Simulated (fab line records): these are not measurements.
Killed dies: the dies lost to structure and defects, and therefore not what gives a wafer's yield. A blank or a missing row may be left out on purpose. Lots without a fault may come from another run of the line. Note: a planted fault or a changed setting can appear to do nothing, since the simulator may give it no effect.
Comparing a struck lot with a sound one ; flow n5Finfet ; 38 steps out of a route of 1938
Sound: the wafers L989.3, L989.5, L989.6. Struck: wafers L104.2, L104.3. (L104.5 of the same lot was not struck and is left out.) The cause comes at the end.
Per side, at each step with rows, come the tool, then ch with its chambers, and then its first start. Under that, the readings that differ: sound wafers ; struck wafers ; difference of the means ; sigmas: that difference in standard deviations of wafers without a fault.
alike: words and numbers the same on both sides, and readings whose means are apart by under 2 such deviations; not compared: readings that were withheld, readings missing a value for some wafer, numbers with overlapping values and no deviation given by the record, and bounds like >300 which may hide the same value.
Wherever a step has rows on one side only, a row that says differs or no value, or a row with sigmas, the two part there. Non-overlapping numbers with no deviation appear without sigmas and do not part them. Lack of a reading on every wafer of one side parts them only where that side has two or more wafers.

first, 9 steps without rows for these wafers: N5_BEOL_M4_ANNEAL_95 (time 240 s); N5_BEOL_M4_SPUTTER_96 (material Cu, target thk 4.5 nm, time 8.29 s); N5_BEOL_M4_ECD_50 (material Cu, target thk 300 nm); N5_BEOL_M4_ANNEAL_51 (time 90 s); N5_BEOL_M4_CMP_52 (polishes, stops on SiOC, t overpolish 6.8 s, target thk 40 nm); N5_BEOL_M4_PRE_CLEAN_60 (time 15 s); N5_BEOL_M4_CO_CAP_55 (material Co, precursor CCTBA/H2, target thk 2 nm, time 102.1 s); N5_BEOL_M4_PRE_CLEAN_56 (time 15 s); N5_BEOL_M4_DEP_57 (deposits SiCN from 3MS/NH3, target thk 8 nm, time 14 s).
N5_BEOL_M4_RC_MEAS_101:
  sound on prober-02 ch 0, day 9 15:17; struck on prober-02 ch 0, day 14 07:23
reading;sound;struck;difference;sigmas
DIBL_N (mV/V);38.4 37.4 36.9;33.7 34.1;-3.7;-2
DIBL_P (mV/V);38.5 37.7 36.4;32.0 32.0;-5.5;-3
SS_P (mV/dec);74.3 73.3 72.9;72.0 72.0;-1.5;-2
  alike: IOFF_N, IOFF_P, ION_N, ION_P, SS_N, VT_N, VT_P
then, 24 steps without rows for these wafers: N5_BEOL_M5_ILD_DEP_00 (deposits SiCOH lowk from DEMS/porogen, target thk 140.64 nm, time 25.9 s); N5_BEOL_M5_CURE_79 (cures SiCOH lowk, time 240 s); N5_BEOL_M5_PECVD_70 (deposits SiO2 from TEOS/O2, target thk 16 nm, time 18 s); N5_BEOL_M5_HM_DEP_02 (deposits TiN, target thk 20 nm); N5_BEOL_M5_COAT_59 (time 60 s, resist thk 60 nm); N5_BEOL_M5_COAT_60 (time 60 s, resist thk 12 nm); N5_BEOL_M5_COAT_71 (time 60 s, resist thk 5 nm); N5_BEOL_M5_COAT_05 (resist thk 30 nm); N5_BEOL_M5_EBR_07; N5_BEOL_M5_SOFTBAKE_06 (time 60 s); N5_BEOL_M5_EXPOSE_08 (exposes mask M5, target cd 28 nm); N5_BEOL_M5_PEB_09 (peb time 60 s); N5_BEOL_M5_DEVELOP_10 (develop time 30 s); N5_BEOL_M5_DESCUM_16 (chemistry O2, time 7 s); N5_BEOL_M5_ETCH_72 (etches underlayer in N2/H2, target depth 6.5 nm, time 5.2 s); N5_BEOL_M5_ETCH_61 (etches SiARC in CF4, target depth 15.6 nm, time 26 s); N5_BEOL_M5_ETCH_62 (etches SOC in N2/H2, target depth 75 nm, overetch 15 nm, time 112.5 s); N5_BEOL_M5_STRIP_63 (strips in N2/H2); N5_BEOL_M5_STRIP_73 (strips in N2/H2); N5_BEOL_M5_STRIP_64 (strips in CF4); N5_BEOL_M5_HM_OPEN_17 (chemistry Cl2/BCl3, target TiN, target depth 20 nm, overetch 6 nm); N5_BEOL_M5_STRIP_19 (strips in O2); N5_BEOL_M5_COAT_65 (time 60 s, resist thk 60 nm); N5_BEOL_M5_COAT_66 (time 60 s, resist thk 12 nm).
N5_BEOL_M6_ILD_DEP_00: deposits SiCOH lowk from DEMS/porogen, target thk 179.75 nm, time 33.4 s.
  sound on pecvd-01 ch 0,1,2, day 10 03:02; struck on pecvd-01 ch 0,2, day 14 20:29
reading;sound;struck;difference;sigmas
model.SiCOH_lowk_of_BEOL_M6_ILD_DEP_00.thkNm (nm);183.2 180.6 181.4;278.4 276.4;+95.7;
  alike: heaterPowerW, showerheadPlenumPTorr, showerheadVppV, throttleValvePct
N5_BEOL_M6_THK_MEAS_01:
  sound on filmMetro-01 at day 10 03:36; struck on filmMetro-02 at day 14 21:33
reading;sound;struck;difference;sigmas
M6_ILD_THK (nm);157.9 155.6 156.5;241.3 239.6;+83.8;+42
N5_BEOL_M6_CMP_52: polishes, stops on SiCOH lowk, t overpolish 6.9 s, target thk 80 nm.
  sound on cmp-03 ch 1,2,3, day 10 10:27; struck on cmp-03 ch 0,3, day 15 05:23
reading;sound;struck;difference;sigmas
edgeZonePressureFrac;1.013 1.013 1.003;0.993 0.997;-0.015;-3
model.SiCOH_lowk_of_BEOL_M6_ILD_DEP_00.thkNm (nm);155 152.6 153.4;238.4 236.6;+83.8;
  alike: motorCurrentA, retainingRingPressureFrac
-- record jumps: 4 days separate the struck wafers' starts on either side; left off in module BEOL_M6, taken up again in module PASSIVATION, whose first shown step is the route's number 1936 --
N5_PASSIVATION_PROBE_49:
  sound on prober-01 at day 14 04:37; struck on prober-01 at day 18 22:08
reading;sound;struck;difference;sigmas
defectLimitedYield (%);90.8 91.0 91.5;0 0;-91;-65
killed_at_M4_up;8 12 12;1094 1111;+1092;+99 or more
killedAtOther;8 15 17;4 0;-11;-3
killedDies;108 106 100;1180 1180;+1075;+63
killedOnRim;14 12 15;152 152;+138;+35
sort_bin_5_function (%);5.7 5.8 4.7;96.5 97.4;+91.5;+92
sortNPass;1072 1074 1080;0 0;-1075;-63
sortYieldPct (%);90.8 91.0 91.5;0 0;-91;-65
  alike: killed_at_M0_to_M3, killedAtContacts, killedAtFrontEnd, killedOpen, killedShort, sort_bin_6_memory

== WHERE THEY PART ==
First at N5_BEOL_M4_RC_MEAS_101; last, within this record, at N5_PASSIVATION_PROBE_49.

WHY: the cause the simulator had injected
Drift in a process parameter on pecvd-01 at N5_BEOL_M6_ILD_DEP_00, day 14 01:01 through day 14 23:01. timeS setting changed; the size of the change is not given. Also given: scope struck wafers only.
